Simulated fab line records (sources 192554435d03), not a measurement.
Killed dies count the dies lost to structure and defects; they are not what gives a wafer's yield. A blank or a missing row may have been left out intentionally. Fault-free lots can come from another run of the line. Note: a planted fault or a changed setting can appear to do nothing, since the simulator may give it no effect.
Split-lot experiment	flow n5Finfet	on a route of 1938 steps: 7 lots, 21 wafers read

## ON THE SPLIT
At N5_GATE_CUT_COAT_07 (resist thk 30 nm), the setting spinRpm was moved away from the recipe's 1500 rpm on 4 of the 21 wafers read, by -3.1% to +10.7%. The other wafers ran this setting at the recipe's value.

## FROM THE SPLIT TO THE READING: what the file shows between them, 6 steps
- N5_GATE_CUT_EBR_09
- N5_GATE_CUT_SOFTBAKE_08: time 60 s
- N5_GATE_CUT_EXPOSE_10: exposes mask GATE CUT, target cd 20 nm
- N5_GATE_CUT_PEB_11: peb time 60 s
- N5_GATE_CUT_DEVELOP_12: develop time 30 s
- N5_GATE_CUT_DESCUM_18: chemistry O2, time 7 s

## THE READING
CAR-EUV_of_GATE_CUT_COAT_07.thkNm (the simulator's own value, which no gauge read), in nm, at N5_GATE_CUT_ETCH_28 (etches underlayer in N2/H2, target depth 13 nm, time 10.4 s). There is no usual value for it anywhere in the file. Average 14.5 nm, standard deviation 0.3 nm, over the 17 wafers here run with the recipe.

wafer	tool, chamber at the split	spinRpm as run, rpm	against the recipe	CAR-EUV_of_GATE_CUT_COAT_07.thkNm, nm	against lot-mates on the recipe
L074.1	lithoTrack-03, 0	1500	recipe	14.8	-
L074.2	lithoTrack-03, 0	1500	recipe	14.8	-
L074.5	lithoTrack-03, 0	1500	recipe	14.8	-
L078.1	lithoTrack-02, 0	1453	-3.1%	15	+0.4
L078.3	lithoTrack-02, 0	1500	recipe	14.6	-
L078.4	lithoTrack-02, 0	1500	recipe	14.6	-
L079.1	lithoTrack-03, 0	1660	+10.7%	13.2	-1.6
L079.2	lithoTrack-03, 0	1500	recipe	14.8	-
L079.6	lithoTrack-03, 0	1660	+10.7%	13.6	-1.2
L080.4	lithoTrack-02, 0	1500	recipe	14.4	-
L080.5	lithoTrack-02, 0	1500	recipe	13.8	-
L080.6	lithoTrack-02, 0	1500	recipe	14	-
L084.2	lithoTrack-03, 0	1500	recipe	14.6	-
L084.3	lithoTrack-03, 0	1500	recipe	14.6	-
L084.4	lithoTrack-03, 0	1500	recipe	14.6	-
L089.2	lithoTrack-02, 0	1601	+6.7%	13.6	-1.1
L089.3	lithoTrack-02, 0	1500	recipe	14.6	-
L089.4	lithoTrack-02, 0	1500	recipe	14.8	-
L091.1	lithoTrack-02, 0	1500	recipe	14.6	-
L091.2	lithoTrack-02, 0	1500	recipe	14	-
L091.6	lithoTrack-02, 0	1500	recipe	14.8	-

THE FIT
A straight line over all 21 wafers: CAR-EUV_of_GATE_CUT_COAT_07.thkNm changes by -0.114 nm for each +1% of spinRpm; r = -0.81; the points scatter about the line by 0.3 nm.
The same after taking each lot's own level away (the mean of its wafers on the recipe; 21 wafers): -0.136 nm for each +1%; r = -0.93; scatter 0.19 nm.
According to that fit, moving spinRpm by its largest amount changes the reading by 1.4 nm.
From 14.07 to 14.80 nm: that is the span of the lots' own levels, equal to 2.4 times the standard deviation above.
So the lot-to-lot level changes the slope: the two fits differ.
Check: for one of the wafers moved furthest among these (+10.7%), held out of the fit, the line's prediction against its lot-mates is -1.36 nm. It came out at -1.6 nm against them.

## THESE WAFERS: OTHER SPLITS
Other splits were also applied to these wafers ahead of the reading. Each is held against what the fit with the lots' levels taken away leaves over:
other split on the same wafers	wafers away from the commonest value	r with CAR-EUV_of_GATE_CUT_COAT_07.thkNm (lot level and that fit taken away)
N5_ILD0_ALD_15 aldCycles	6	-0.32
N5_GATE_CUT_ETCH_58 timeS	7	-0.05
N5_GATE_CUT_COAT_27 spinRpm	4	+0.65

## THE WHOLE CHAIN: every reading that the file lists as answering this split, in the file's order
step	what it does	reading	change (the file's fit)	r (the file's)
N5_GATE_CUT_COAT_07	resist thk 30 nm	CAR-EUV_of_GATE_CUT_COAT_07.thkNm (the simulator's own value, which no gauge read)	-0.134 nm for each +1% of the setting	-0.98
N5_GATE_CUT_DEVELOP_12	develop time 30 s	CAR-EUV_of_GATE_CUT_COAT_07.thkNm (the simulator's own value, which no gauge read)	-0.15 nm for each +1% of the setting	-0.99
N5_GATE_CUT_ETCH_28	etches underlayer in N2/H2, target depth 13 nm, time 10.4 s	CAR-EUV_of_GATE_CUT_COAT_07.thkNm (the simulator's own value, which no gauge read)	-0.14 nm for each +1% of the setting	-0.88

## THE FILE'S OWN FIT
CAR-EUV_of_GATE_CUT_COAT_07.thkNm changes by -0.14 nm for each +1% of spinRpm, r = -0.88.
